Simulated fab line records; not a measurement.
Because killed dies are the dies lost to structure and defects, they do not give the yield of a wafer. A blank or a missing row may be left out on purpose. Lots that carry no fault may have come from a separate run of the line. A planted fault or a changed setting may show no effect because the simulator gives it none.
Split-lot trial | flow n5-finfet | 7 lots, 39 wafers read, on a route of 1938 steps

THE SPLIT
At N5_HKMG_FIN_ETCH_58 (etches SOC in N2/H2, target depth 215.8 nm, time 741 s), the setting source-w was moved away from the recipe's 875 W on 15 of the 39 wafers read, by +6.1% to +14.9%. All remaining wafers had this setting at the recipe value.

The reading comes from the split's own step.

THE READING
rf-vpp-V, in V, at N5_HKMG_FIN_ETCH_58 (etches SOC in N2/H2, target depth 215.8 nm, time 741 s). On this fab line, fault-free wafers typically give 99.0 V with a standard deviation of 0.88 V.

wafer  | tool, chamber at the split | source-w as run, W | against the recipe | rf-vpp-V, V | against lot-mates on the recipe
L077.1 | rie-diel-03, 1             | 875                | recipe             | 98.8        | -
L077.2 | rie-diel-03, 0             | 875                | recipe             | 98.7        | -
L077.3 | rie-diel-03, 2             | 875                | recipe             | 97.5        | -
L077.4 | rie-diel-03, 0             | 875                | recipe             | 98.4        | -
L077.5 | rie-diel-03, 2             | 875                | recipe             | 99.3        | -
L077.6 | rie-diel-03, 1             | 875                | recipe             | 100.3       | -
L079.1 | rie-diel-01, 2             | 1005               | +14.9%             | 93.0        | -6.5
L079.2 | rie-diel-01, 1             | 1005               | +14.9%             | 93.6        | -5.9
L079.3 | rie-diel-01, 3             | 875                | recipe             | 99.3        | -
L079.4 | rie-diel-01, 3             | 875                | recipe             | 100.0       | -
L079.5 | rie-diel-01, 1             | 1005               | +14.9%             | 94.1        | -5.4
L079.6 | rie-diel-01, 2             | 875                | recipe             | 99.2        | -
L083.1 | rie-diel-03, 2             | 875                | recipe             | 98.9        | -
L083.3 | rie-diel-03, 1             | 875                | recipe             | 100.2       | -
L083.5 | rie-diel-03, 3             | 875                | recipe             | 98.9        | -
L087.1 | rie-diel-04, 1             | 928.4              | +6.1%              | 98.3        | -1.1
L087.2 | rie-diel-04, 3             | 875                | recipe             | 99.1        | -
L087.3 | rie-diel-04, 0             | 875                | recipe             | 98.8        | -
L087.4 | rie-diel-04, 1             | 928.4              | +6.1%              | 98.2        | -1.2
L087.5 | rie-diel-04, 3             | 928.4              | +6.1%              | 96.8        | -2.6
L087.6 | rie-diel-04, 0             | 875                | recipe             | 100.3       | -
L089.1 | rie-diel-01, 1             | 1001               | +14.4%             | 93.9        | -5.6
L089.2 | rie-diel-01, 0             | 875                | recipe             | 100.0       | -
L089.3 | rie-diel-01, 3             | 875                | recipe             | 98.7        | -
L089.4 | rie-diel-01, 2             | 875                | recipe             | 99.8        | -
L089.5 | rie-diel-01, 3             | 1001               | +14.4%             | 94.1        | -5.4
L089.6 | rie-diel-01, 0             | 1001               | +14.4%             | 94.7        | -4.8
L092.1 | rie-diel-03, 0             | 875                | recipe             | 99.5        | -
L092.2 | rie-diel-03, 3             | 875                | recipe             | 99.3        | -
L092.3 | rie-diel-03, 2             | 985.9              | +12.7%             | 97.0        | -2.0
L092.4 | rie-diel-03, 3             | 985.9              | +12.7%             | 95.7        | -3.3
L092.5 | rie-diel-03, 0             | 985.9              | +12.7%             | 95.8        | -3.2
L092.6 | rie-diel-03, 2             | 875                | recipe             | 98.3        | -
L095.1 | rie-diel-03, 3             | 875                | recipe             | 99.9        | -
L095.2 | rie-diel-03, 0             | 875                | recipe             | 98.6        | -
L095.3 | rie-diel-03, 2             | 1003               | +14.6%             | 94.2        | -5.5
L095.4 | rie-diel-03, 3             | 875                | recipe             | 100.7       | -
L095.5 | rie-diel-03, 0             | 1003               | +14.6%             | 93.7        | -6.0
L095.6 | rie-diel-03, 2             | 1003               | +14.6%             | 93.9        | -5.8

THE FIT
A straight line over all 39 wafers: rf-vpp-V changes by -0.342 V for each +1% of source-w; r = -0.94; the points scatter about the line by 0.81 V.
The same after taking each lot's own level away (the mean of its wafers on the recipe; 39 wafers): -0.356 V for each +1%; r = -0.94; scatter 0.84 V.
According to that fit, moving source-w by its largest amount changes the reading by 5.3 V.
Measured against the standard deviation above, the lots' own levels, which go from 98.83 to 99.73 V, span 1.0 times it.
Consequently the slope shifts little with the lot-to-lot level, the two slopes agreeing.
Check: for one of the wafers moved furthest among these (+14.9%), held out of the fit, the line's prediction against its lot-mates is -5.1 V. Against them it came out at -6.5 V.
Tool readings at the split's step, against how far the setting was moved: rf-vpp-V r = -0.94.

THESE WAFERS: OTHER SPLITS
These wafers also went through other splits before the reading. Each is held against what the fit with the lots' levels taken away leaves over:
other split on the same wafers               | wafers away from the commonest value | r with rf-vpp-V (lot level and that fit taken away)
N5_PMOS_HMC_CHANNEL_EPI_EPI_20 pressure-torr | 18                                   | -0.16
N5_FIN_SAQP_ETCH_34 source-w                 | 9                                    | +0.06
N5_DUMMY_GATE_ETCH_32 time-s                 | 15                                   | +0.14

THE WHOLE CHAIN: every reading that the file lists as answering this split, in the file's order
step                | what it does                                           | reading                                                                         | change (the file's fit)              | r (the file's)
N5_HKMG_FIN_ETCH_58 | etches SOC in N2/H2, target depth 215.8 nm, time 741 s | rf-vpp-V                                                                        | -0.352 V for each +1% of the setting | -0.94
N5_HKMG_FIN_ETCH_58 | etches SOC in N2/H2, target depth 215.8 nm, time 741 s | SOC_of_HKMG_FIN_COAT_41.thk-nm (the simulator's own value, which no gauge read) | -1.8 nm for each +1% of the setting  | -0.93
N5_HKMG_FIN_ETCH_58 | etches SOC in N2/H2, target depth 215.8 nm, time 741 s | etch.depth-nm (the simulator's own value, which no gauge read)                  | +1.8 nm for each +1% of the setting  | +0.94
N5_HKMG_FIN_ETCH_58 | etches SOC in N2/H2, target depth 215.8 nm, time 741 s | HKMG_FIN.feature-depth-nm (the simulator's own value, which no gauge read)      | +1.8 nm for each +1% of the setting  | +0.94

FILE'S OWN FIT
rf-vpp-V changes by -0.352 V for each +1% of source-w, r = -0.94.
